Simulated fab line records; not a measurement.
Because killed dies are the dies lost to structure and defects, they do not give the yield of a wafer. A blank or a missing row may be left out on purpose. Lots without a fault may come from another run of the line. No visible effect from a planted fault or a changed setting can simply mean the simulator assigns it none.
Chamber matching	flow nandHarc	NHARC_P_GATE_ETCH_104 on rieDiel-09 has 4 sister chambers
The step etches the open film in CF4/CHF3, target depth 60 nm. 16 wafers are shown with their chamber, then 8 later ones without.

== WAFERS, EACH WITH ITS CHAMBER ==
wafer	chamber	showerheadPlenumPTorr (Torr)	drypumpMotorCurrentA (A)	rfVppV (V)
L809.1	2	1.69	5.9	373.6
L809.3	0	1.55	5.5	369.4
L809.6	3	1.64	5.1	373.7
L811.2	0	1.55	5.5	369.8
L811.4	2	1.68	5.9	375.3
L811.5	0	1.55	5.5	369.2
L812.1	1	1.66	6.2	372.4
L812.3	3	1.64	5.1	373.8
L812.4	0	1.55	5.5	371.2
L814.2	0	1.55	5.5	368.3
L814.5	1	1.66	6.2	372.9
L814.6	2	1.68	5.9	373.7
L813.2	2	1.68	5.8	373.8
L813.3	0	1.55	5.5	368.9
L813.6	3	1.64	5.1	372.9
L815.1	1	1.66	6.2	374.5

SIGNATURES, as means of the wafers listed above
reading	chamber 0	chamber 1	chamber 2	chamber 3	scatter within a chamber
showerheadPlenumPTorr	1.5500	1.6600	1.6825	1.6400	0.0025
drypumpMotorCurrentA	5.500	6.200	5.875	5.100	0.025
rfVppV	369.467	373.267	374.100	373.467	0.899
Rule: distance of a wafer from a chamber = root of the sum over the readings of ((wafer's reading minus chamber's mean) / reading's scatter) squared. The wafer belongs to the nearest chamber; if the next one is less than 2 further off, it can't be placed. How the scatter is found: for the shown wafers, subtract from each reading the mean of its chamber, square and add these, divide the total by (wafers less chambers), then take the root.

== WAFERS WHOSE CHAMBER IS MISSING ==
wafer	showerheadPlenumPTorr (Torr)	drypumpMotorCurrentA (A)	rfVppV (V)
L815.4	1.68	5.9	373.7
L815.6	1.66	6.2	373.2
L827.2	1.68	5.9	375.4
L827.4	1.64	5.2	372.7
L827.5	1.64	5.1	373.2
L831.2	1.54	5.5	371.4
L831.3	1.68	5.9	376.0
L831.5	1.66	6.2	374.3

== WHICH CHAMBER EACH WENT THROUGH ==
wafer	from the rows above	in truth
L815.4	2	2
L815.6	1	1
L827.2	2	2
L827.4	3	3
L827.5	3	3
L831.2	0	0
L831.3	2	2
L831.5	1	1
Correctly placed: 8 of 8. Number that these rows cannot place: 0. Number placed wrongly: 0.
